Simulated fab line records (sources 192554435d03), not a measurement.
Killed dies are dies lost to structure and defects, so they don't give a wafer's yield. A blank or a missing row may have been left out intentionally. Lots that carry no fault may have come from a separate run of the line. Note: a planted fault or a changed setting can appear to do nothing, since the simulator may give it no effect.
Which of the tools did it? :: flow n5 finfet :: 72 wafers from 24 lots sampled at 2 of the route's 1938 steps

WHAT EACH GAUGE READ, for each wafer
N5_BEOL_M5_OCD_MEAS_38. Usual: trench depth nm at 71.7 nm, with a standard deviation of 1.1.
lot: L074
measured: day 8 05:40
on: ocd-02
trench depth nm (nm): 70.9 71.8 71.1
flag: 

lot: L075
measured: day 8 15:23
on: ocd-02
trench depth nm (nm): 71.5 71.8 71.4
flag: 

lot: L076
measured: day 9 01:05
on: ocd-01
trench depth nm (nm): 72.7 71.8 72.1
flag: 

lot: L077
measured: day 9 06:37
on: ocd-01
trench depth nm (nm): 73.4 72.7 73.0
flag: 

lot: L078
measured: day 9 09:04
on: ocd-01
trench depth nm (nm): 72.8 69.8 70.3
flag: 

lot: L079
measured: day 9 22:57
on: ocd-01
trench depth nm (nm): 70.4 70.9 69.7
flag: 

lot: L080
measured: day 10 02:29
on: ocd-01
trench depth nm (nm): 72.7 72.7 70.3
flag: 

lot: L081
measured: day 10 06:36
on: ocd-02
trench depth nm (nm): 72.1 70.9 72.0
flag: 

lot: L084
measured: day 10 09:59
on: ocd-01
trench depth nm (nm): 72.9 73.2 73.1
flag: 

lot: L082
measured: day 10 15:28
on: ocd-02
trench depth nm (nm): 72.2 71.2 71.0
flag: 

lot: L083
measured: day 11 01:34
on: ocd-01
trench depth nm (nm): 70.7 72.6 70.7
flag: 

lot: L085
measured: day 11 07:22
on: ocd-01
trench depth nm (nm): 73.6 72.5 71.8
flag: 

lot: L086
measured: day 11 08:29
on: ocd-01
trench depth nm (nm): 72.8 71.6 73.7
flag: 

lot: L087
measured: day 11 22:16
on: ocd-02
trench depth nm (nm): 72.4 70.0 71.4
flag: 

lot: L088
measured: day 12 02:05
on: ocd-01
trench depth nm (nm): 71.1 70.3 72.2
flag: 

lot: L090
measured: day 12 03:50
on: ocd-01
trench depth nm (nm): 73.4 71.2 72.0
flag: 

lot: L089
measured: day 12 04:31
on: ocd-01
trench depth nm (nm): 69.3 72.6 71.8
flag: 

lot: L091
measured: day 12 11:32
on: ocd-02
trench depth nm (nm): 70.9 70.9 70.9
flag: 

lot: L092
measured: day 12 19:09
on: ocd-01
trench depth nm (nm): 70.9 70.8 71.8
flag: 

lot: L095
measured: day 13 02:55
on: ocd-02
trench depth nm (nm): 70.5 72.5 71.0
flag: 

lot: L093
measured: day 13 04:35
on: ocd-01
trench depth nm (nm): 70.8 73.1 72.1
flag: 

lot: L094
measured: day 13 13:15
on: ocd-01
trench depth nm (nm): 71.8 71.3 71.8
flag: 

lot: L096
measured: day 13 20:00
on: ocd-02
trench depth nm (nm): 70.6 70.2 70.8
flag: 

lot: L097
measured: day 13 23:47
on: ocd-01
trench depth nm (nm): 71.5 73.1 72.8
flag: 

EACH LOT AND THE TOOL THAT RAN IT (in order: tool; ch and the chambers of the sampled wafers; start)
lot: L074
N5_BEOL_M5_ETCH_41: rie diel-03 ch 0,1,2, day 8 05:40 or earlier

lot: L075
N5_BEOL_M5_ETCH_41: rie diel-04 ch 0,2,3, day 8 15:23 or earlier

lot: L076
N5_BEOL_M5_ETCH_41: rie diel-04 ch 1,2,3, day 9 01:05 or earlier

lot: L077
N5_BEOL_M5_ETCH_41: rie diel-05 ch 0,1, day 9 06:37 or earlier

lot: L078
N5_BEOL_M5_ETCH_41: rie diel-05 ch 0,3, day 9 09:04 or earlier

lot: L079
N5_BEOL_M5_ETCH_41: rie diel-05 ch 2,3, day 9 22:57 or earlier

lot: L080
N5_BEOL_M5_ETCH_41: rie diel-04 ch 0,1,3, day 10 02:29 or earlier

lot: L081
N5_BEOL_M5_ETCH_41: rie diel-04 ch 0,1,3, day 10 06:36 or earlier

lot: L084
N5_BEOL_M5_ETCH_41: rie diel-05 ch 0,1, day 10 09:59 or earlier

lot: L082
N5_BEOL_M5_ETCH_41: rie diel-04 ch 0,2,3, day 10 15:28 or earlier

lot: L083
N5_BEOL_M5_ETCH_41: rie diel-04 ch 0,1,2, day 11 01:34 or earlier

lot: L085
N5_BEOL_M5_ETCH_41: rie diel-05 ch 0,2, day 11 07:22 or earlier

lot: L086
N5_BEOL_M5_ETCH_41: rie diel-05 ch 0,1,2, day 11 08:29 or earlier

lot: L087
N5_BEOL_M5_ETCH_41: rie diel-04 ch 2,3, day 11 22:16 or earlier

lot: L088
N5_BEOL_M5_ETCH_41: rie diel-04 ch 0,2,3, day 12 02:05 or earlier

lot: L090
N5_BEOL_M5_ETCH_41: rie diel-04 ch 1,2,3, day 12 03:50 or earlier

lot: L089
N5_BEOL_M5_ETCH_41: rie diel-04 ch 0,1,3, day 12 04:31 or earlier

lot: L091
N5_BEOL_M5_ETCH_41: rie diel-03 ch 1,2, day 12 11:32 or earlier

lot: L092
N5_BEOL_M5_ETCH_41: rie diel-05 ch 2,3, day 12 19:09 or earlier

lot: L095
N5_BEOL_M5_ETCH_41: rie diel-04 ch 0,2,3, day 13 02:55 or earlier

lot: L093
N5_BEOL_M5_ETCH_41: rie diel-05 ch 1,2, day 13 04:35 or earlier

lot: L094
N5_BEOL_M5_ETCH_41: rie diel-03 ch 0,1,2, day 13 13:15 or earlier

lot: L096
N5_BEOL_M5_ETCH_41: rie diel-03 ch 0,1,2, day 13 20:00 or earlier

lot: L097
N5_BEOL_M5_ETCH_41: rie diel-05 ch 0,1,2, day 13 23:47 or earlier
- N5_BEOL_M5_ETCH_41: etches SiCN in CH3F/O2, target depth 31.5 nm, time 56.7 s.

AS READ BY THE TOOLS THEMSELVES (means over the sampled wafers that have a number; for cases with no such wafer, the mark the record gives instead)
N5_BEOL_M5_ETCH_41. Usual: O2_flow_sccm 20.00 sccm, standard deviation 0.064; bias w 74.98 W, standard deviation 0.24; drypump motor current A 5.7 A, standard deviation 0.48; oes product au 0.79 a.u., standard deviation 0.069; rf vpp V 297.4 V, standard deviation 1.7; showerhead plenum p Torr 2.00 Torr, standard deviation 0.075; throttle valve pct 16.31 %, standard deviation 0.17.
lot: L074
tool: rie diel-03
O2_flow_sccm (sccm): 20.00
bias w (W): 74.93
drypump motor current A (A): 5.9
oes product au (a.u.): 0.78
rf vpp V (V): 297.8
showerhead plenum p Torr (Torr): 1.98
throttle valve pct (%): 16.33
flag: 

lot: L075
tool: rie diel-04
O2_flow_sccm (sccm): 19.99
bias w (W): 75.06
drypump motor current A (A): 5.7
oes product au (a.u.): 0.73
rf vpp V (V): 297.5
showerhead plenum p Torr (Torr): 1.99
throttle valve pct (%): 16.22
flag: 

lot: L076
tool: rie diel-04
O2_flow_sccm (sccm): 20.06
bias w (W): 74.84
drypump motor current A (A): 5.4
oes product au (a.u.): 0.77
rf vpp V (V): 297.6
showerhead plenum p Torr (Torr): 1.98
throttle valve pct (%): 16.33
flag: 

lot: L077
tool: rie diel-05
O2_flow_sccm (sccm): 19.97
bias w (W): 74.97
drypump motor current A (A): 5.6
oes product au (a.u.): 0.87
rf vpp V (V): 298.6
showerhead plenum p Torr (Torr): 2.06
throttle valve pct (%): 16.22
flag: 

lot: L078
tool: rie diel-05
O2_flow_sccm (sccm): 20.05
bias w (W): 74.84
drypump motor current A (A): 5.6
oes product au (a.u.): 0.75
rf vpp V (V): 296.2
showerhead plenum p Torr (Torr): 1.97
throttle valve pct (%): 16.38
flag: 

lot: L079
tool: rie diel-05
O2_flow_sccm (sccm): 20.00
bias w (W): 75.12
drypump motor current A (A): 5.3
oes product au (a.u.): 0.74
rf vpp V (V): 297.0
showerhead plenum p Torr (Torr): 2.02
throttle valve pct (%): 16.28
flag: 

lot: L080
tool: rie diel-04
O2_flow_sccm (sccm): 20.01
bias w (W): 75.07
drypump motor current A (A): 5.9
oes product au (a.u.): 0.77
rf vpp V (V): 295.9
showerhead plenum p Torr (Torr): 1.95
throttle valve pct (%): 16.39
flag: 

lot: L081
tool: rie diel-04
O2_flow_sccm (sccm): 20.00
bias w (W): 74.81
drypump motor current A (A): 5.9
oes product au (a.u.): 0.76
rf vpp V (V): 296.5
showerhead plenum p Torr (Torr): 1.95
throttle valve pct (%): 16.38
flag: 

lot: L084
tool: rie diel-05
O2_flow_sccm (sccm): 19.94
bias w (W): 74.93
drypump motor current A (A): 5.7
oes product au (a.u.): 0.85
rf vpp V (V): 297.5
showerhead plenum p Torr (Torr): 2.06
throttle valve pct (%): 16.22
flag: 

lot: L082
tool: rie diel-04
O2_flow_sccm (sccm): 19.99
bias w (W): 75.04
drypump motor current A (A): 5.7
oes product au (a.u.): 0.73
rf vpp V (V): 296.7
showerhead plenum p Torr (Torr): 1.99
throttle valve pct (%): 16.25
flag: 

lot: L083
tool: rie diel-04
O2_flow_sccm (sccm): 19.96
bias w (W): 75.10
drypump motor current A (A): 5.5
oes product au (a.u.): 0.74
rf vpp V (V): 297.6
showerhead plenum p Torr (Torr): 2.00
throttle valve pct (%): 16.37
flag: 

lot: L085
tool: rie diel-05
O2_flow_sccm (sccm): 20.01
bias w (W): 74.72
drypump motor current A (A): 6.0
oes product au (a.u.): 0.84
rf vpp V (V): 297.4
showerhead plenum p Torr (Torr): 2.00
throttle valve pct (%): 16.40
flag: 

lot: L086
tool: rie diel-05
O2_flow_sccm (sccm): 19.93
bias w (W): 75.04
drypump motor current A (A): 5.7
oes product au (a.u.): 0.84
rf vpp V (V): 298.4
showerhead plenum p Torr (Torr): 2.05
throttle valve pct (%): 16.28
flag: 

lot: L087
tool: rie diel-04
O2_flow_sccm (sccm): 19.92
bias w (W): 74.83
drypump motor current A (A): 5.2
oes product au (a.u.): 0.72
rf vpp V (V): 297.5
showerhead plenum p Torr (Torr): 2.01
throttle valve pct (%): 16.23
flag: 

lot: L088
tool: rie diel-04
O2_flow_sccm (sccm): 20.00
bias w (W): 74.93
drypump motor current A (A): 5.7
oes product au (a.u.): 0.72
rf vpp V (V): 297.1
showerhead plenum p Torr (Torr): 1.98
throttle valve pct (%): 16.27
flag: 

lot: L090
tool: rie diel-04
O2_flow_sccm (sccm): 19.99
bias w (W): 74.98
drypump motor current A (A): 5.4
oes product au (a.u.): 0.75
rf vpp V (V): 297.2
showerhead plenum p Torr (Torr): 1.97
throttle valve pct (%): 16.37
flag: 

lot: L089
tool: rie diel-04
O2_flow_sccm (sccm): 19.96
bias w (W): 74.89
drypump motor current A (A): 5.9
oes product au (a.u.): 0.75
rf vpp V (V): 296.5
showerhead plenum p Torr (Torr): 1.94
throttle valve pct (%): 16.42
flag: 

lot: L091
tool: rie diel-03
O2_flow_sccm (sccm): 19.97
bias w (W): 74.94
drypump motor current A (A): 6.1
oes product au (a.u.): 0.78
rf vpp V (V): 296.1
showerhead plenum p Torr (Torr): 1.97
throttle valve pct (%): 16.24
flag: 

lot: L092
tool: rie diel-05
O2_flow_sccm (sccm): 19.99
bias w (W): 75.13
drypump motor current A (A): 5.4
oes product au (a.u.): 0.86
rf vpp V (V): 298.6
showerhead plenum p Torr (Torr): 2.05
throttle valve pct (%): 16.10
flag: 

lot: L095
tool: rie diel-04
O2_flow_sccm (sccm): 19.97
bias w (W): 75.16
drypump motor current A (A): 5.7
oes product au (a.u.): 0.71
rf vpp V (V): 297.4
showerhead plenum p Torr (Torr): 1.98
throttle valve pct (%): 16.29
flag: 

lot: L093
tool: rie diel-05
O2_flow_sccm (sccm): 20.02
bias w (W): 75.02
drypump motor current A (A): 5.3
oes product au (a.u.): 0.82
rf vpp V (V): 299.9
showerhead plenum p Torr (Torr): 2.10
throttle valve pct (%): 16.17
flag: 

lot: L094
tool: rie diel-03
O2_flow_sccm (sccm): 20.02
bias w (W): 74.95
drypump motor current A (A): 5.9
oes product au (a.u.): 0.74
rf vpp V (V): 296.6
showerhead plenum p Torr (Torr): 1.97
throttle valve pct (%): 16.38
flag: 

lot: L096
tool: rie diel-03
O2_flow_sccm (sccm): 20.04
bias w (W): 74.97
drypump motor current A (A): 5.9
oes product au (a.u.): 0.75
rf vpp V (V): 297.4
showerhead plenum p Torr (Torr): 1.97
throttle valve pct (%): 16.40
flag: 

lot: L097
tool: rie diel-05
O2_flow_sccm (sccm): 20.06
bias w (W): 74.84
drypump motor current A (A): 5.7
oes product au (a.u.): 0.81
rf vpp V (V): 298.3
showerhead plenum p Torr (Torr): 2.04
throttle valve pct (%): 16.30
flag: 

THE ANSWER, worked out from the rows above alone
Rule: take the mean of a lot's wafers that have a number; if it is more than 3 standard deviations from the usual mean, the lot is off. Also off: a lot with no number at a reading for which 4 or more lots have one. The other lots that the step has rows for count as sound. The gauges are gone through in route order, then the tools' own readings, and for those a lot's mean is taken as printed above. At the first step where some lot is off, the reading lying furthest off is the one used; lots without a number count as furthest.
Across all readings shown, no lot is off: no conclusion can be drawn from this.

WHAT THE SIMULATOR PUT IN
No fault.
